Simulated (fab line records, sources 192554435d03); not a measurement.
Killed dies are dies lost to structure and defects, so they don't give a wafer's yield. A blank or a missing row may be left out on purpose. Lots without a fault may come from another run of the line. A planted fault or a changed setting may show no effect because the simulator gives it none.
Split-lot experiment | flow n5_finfet | 7 lots, 21 wafers read, on a route of 1938 steps

THE SPLIT
At N5_BEOL_M13_ETCH_68 (etches SOC in N2/H2, time 355 s), the setting time_s was moved away from the recipe's 355 s on 8 of the 21 wafers read, by -22.0% to +16.5%. The other wafers ran this setting at the recipe's value.

The reading is taken at the split's own step.

THE READING
SiARC_of_BEOL_M13_COAT_66.thk_nm (the simulator's own value, which no gauge read), in nm, at N5_BEOL_M13_ETCH_68 (etches SOC in N2/H2, time 355 s). The file gives no usual value for it. The 13 wafers here that ran the recipe average 76.9 nm, standard deviation 0.38 nm.

wafer  | tool, chamber at the split | time_s as run, s | against the recipe | SiARC_of_BEOL_M13_COAT_66.thk_nm, nm | against lot-mates on the recipe
L077.1 | rie_diel-05, 3             | 387.7            | +9.2%              | 75.2                                 | -2.2
L077.4 | rie_diel-05, 0             | 355              | recipe             | 77.2                                 | -
L077.6 | rie_diel-05, 1             | 355              | recipe             | 77.6                                 | -
L080.2 | rie_diel-06, 3             | 321.8            | -9.4%              | 79.6                                 | +3.0
L080.5 | rie_diel-06, 2             | 355              | recipe             | 76.4                                 | -
L080.6 | rie_diel-06, 0             | 355              | recipe             | 76.8                                 | -
L082.4 | rie_diel-05, 0             | 355              | recipe             | 76.6                                 | -
L082.5 | rie_diel-05, 1             | 355              | recipe             | 77                                   | -
L082.6 | rie_diel-05, 2             | 355              | recipe             | 76.2                                 | -
L090.3 | rie_diel-06, 3             | 413.6            | +16.5%             | 72                                   | -5.0
L090.5 | rie_diel-06, 3             | 413.6            | +16.5%             | 72.4                                 | -4.6
L090.6 | rie_diel-06, 0             | 355              | recipe             | 77                                   | -
L092.1 | rie_diel-06, 0,3           | 324.1            | -8.7%              | 80                                   | +3.0
L092.4 | rie_diel-06, 0,3           | 324.1            | -8.7%              | 80                                   | +3.0
L092.5 | rie_diel-06, 2             | 355              | recipe             | 77                                   | -
L089.2 | rie_diel-01, 2             | 277              | -22.0%             | 84.4                                 | +7.4
L089.3 | rie_diel-01, 1             | 277              | -22.0%             | 83.4                                 | +6.4
L089.5 | rie_diel-01, 2             | 355              | recipe             | 77                                   | -
L096.3 | rie_diel-06, 2             | 355              | recipe             | 77.2                                 | -
L096.5 | rie_diel-06, 2             | 355              | recipe             | 77.2                                 | -
L096.6 | rie_diel-06, 1             | 355              | recipe             | 76.4                                 | -
Where a row lists several chambers, the file gives one row for several wafers and doesn't say which wafer went through which chamber.

THE FIT
A straight line over all 21 wafers: SiARC_of_BEOL_M13_COAT_66.thk_nm changes by -0.302 nm for each +1% of time_s; r = -0.99; the points scatter about the line by 0.46 nm.
The same after taking each lot's own level away (the mean of its wafers on the recipe; 21 wafers): -0.305 nm for each +1%; r = -0.99; scatter 0.33 nm.
On that fit, the largest move of time_s shifts the reading by 6.7 nm.
The lots' own levels span 76.60 to 77.40 nm, that is 2.1 times the standard deviation above.
So the lot-to-lot level changes the slope little: the two slopes agree.
Check: with one of the wafers moved furthest among these (-22.0%) left out of the fit, the line predicts +6.57 nm for it against its lot-mates. It came out at +7.4 nm against them.

OTHER SPLITS ON THESE WAFERS
These wafers also went through other splits before the reading. Each is held against what the fit with the lots' levels taken away leaves over:
other split on the same wafers | wafers away from the commonest value | r with SiARC_of_BEOL_M13_COAT_66.thk_nm (lot level and that fit taken away)
N5_BEOL_M11_EXPOSE_25 dose_mj  | 4                                    | +0.15
N5_BEOL_M13_EXPOSE_07 dose_mj  | 5                                    | -0.05

THE FILE'S OWN FIT
SiARC_of_BEOL_M13_COAT_66.thk_nm changes by -0.304 nm for each +1% of time_s, r = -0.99.
